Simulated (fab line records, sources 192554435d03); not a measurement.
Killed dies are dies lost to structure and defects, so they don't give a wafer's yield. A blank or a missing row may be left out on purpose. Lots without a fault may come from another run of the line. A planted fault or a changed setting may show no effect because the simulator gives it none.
Chamber matching | flow n5_finfet | N5_BEOL_M6_CURE_74 on uv_cure-02: 3 sister chambers
The step cures SiCOH lowk, time 240 s. 27 wafers are shown with their chamber, then 12 later ones without.

WAFERS WITH THEIR CHAMBER
wafer  | chamber | wafer_temp_C_max | lamp_power_pct (%)
L074.1 | 2       | 386.4            | 52.27
L074.2 | 2       | 386.4            | 52.30
L074.3 | 2       | 386.6            | 52.28
L074.4 | 2       | 386.7            | 52.22
L074.5 | 2       | 386.4            | 52.36
L074.6 | 2       | 387.0            | 52.27
L077.1 | 1       | 386.6            | 52.16
L077.2 | 1       | 386.9            | 52.32
L077.5 | 1       | 386.5            | 52.32
L077.3 | 1       | 386.9            | 52.35
L077.4 | 1       | 387.2            | 52.33
L077.6 | 1       | 387.9            | 52.32
L078.2 | 0       | 387.7            | 52.32
L078.4 | 0       | 387.4            | 52.24
L078.5 | 0       | 386.7            | 52.40
L080.1 | 2       | 386.9            | 52.35
L080.4 | 2       | 386.8            | 52.29
L080.6 | 2       | 386.8            | 52.32
L083.1 | 1       | 386.7            | 52.26
L083.2 | 1       | 386.5            | 52.30
L083.5 | 1       | 387.3            | 52.37
L084.1 | 2       | 387.2            | 52.34
L084.5 | 2       | 387.5            | 52.37
L084.6 | 2       | 387.3            | 52.27
L087.1 | 0       | 386.8            | 52.38
L087.2 | 0       | 387.0            | 52.29
L087.6 | 0       | 387.7            | 52.23

SIGNATURES (means of the wafers above)
reading          | chamber 0 | chamber 1 | chamber 2 | scatter within a chamber
wafer_temp_C_max | 387.217   | 386.944   | 386.833   | 0.415
lamp_power_pct   | 52.3100   | 52.3033   | 52.3033   | 0.057
Rule: a wafer's distance from a chamber is the root of the sum, over the readings, of the square of ((its reading less the chamber's mean) divided by the reading's scatter). The wafer belongs to the nearest chamber; if the next one is less than 2 further off, it can't be placed. The scatter: the root of (the sum of the squares of (reading less its chamber's mean) over the shown wafers, divided by (wafers less chambers)).

WAFERS WITHOUT THEIR CHAMBER
wafer  | wafer_temp_C_max | lamp_power_pct (%)
L092.2 | 386.0            | 52.27
L092.5 | 386.8            | 52.24
L092.6 | 386.6            | 52.36
L094.4 | 386.5            | 52.31
L094.5 | 386.3            | 52.22
L094.6 | 386.4            | 52.23
L095.1 | 387.3            | 52.24
L095.3 | 386.5            | 52.39
L095.6 | 386.5            | 52.25
L095.2 | 386.3            | 52.28
L095.4 | 386.8            | 52.36
L095.5 | 386.4            | 52.31

WHICH CHAMBER EACH WENT THROUGH
wafer  | from the rows above          | in truth
L092.2 | can't be placed: 2 or 1 or 0 | 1
L092.5 | can't be placed: 2 or 1 or 0 | 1
L092.6 | can't be placed: 2 or 1 or 0 | 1
L094.4 | can't be placed: 2 or 1 or 0 | 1
L094.5 | can't be placed: 2 or 1 or 0 | 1
L094.6 | can't be placed: 2 or 1 or 0 | 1
L095.1 | can't be placed: 0 or 1 or 2 | 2
L095.3 | can't be placed: 2 or 1 or 0 | 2
L095.6 | can't be placed: 2 or 1 or 0 | 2
L095.2 | can't be placed: 2 or 1 or 0 | 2
L095.4 | can't be placed: 2 or 1 or 0 | 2
L095.5 | can't be placed: 2 or 1 or 0 | 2
Placed correctly: 0 of 12. Can't be placed from these rows: 12 (the true chamber is among the candidates in 12). Placed wrongly: 0.
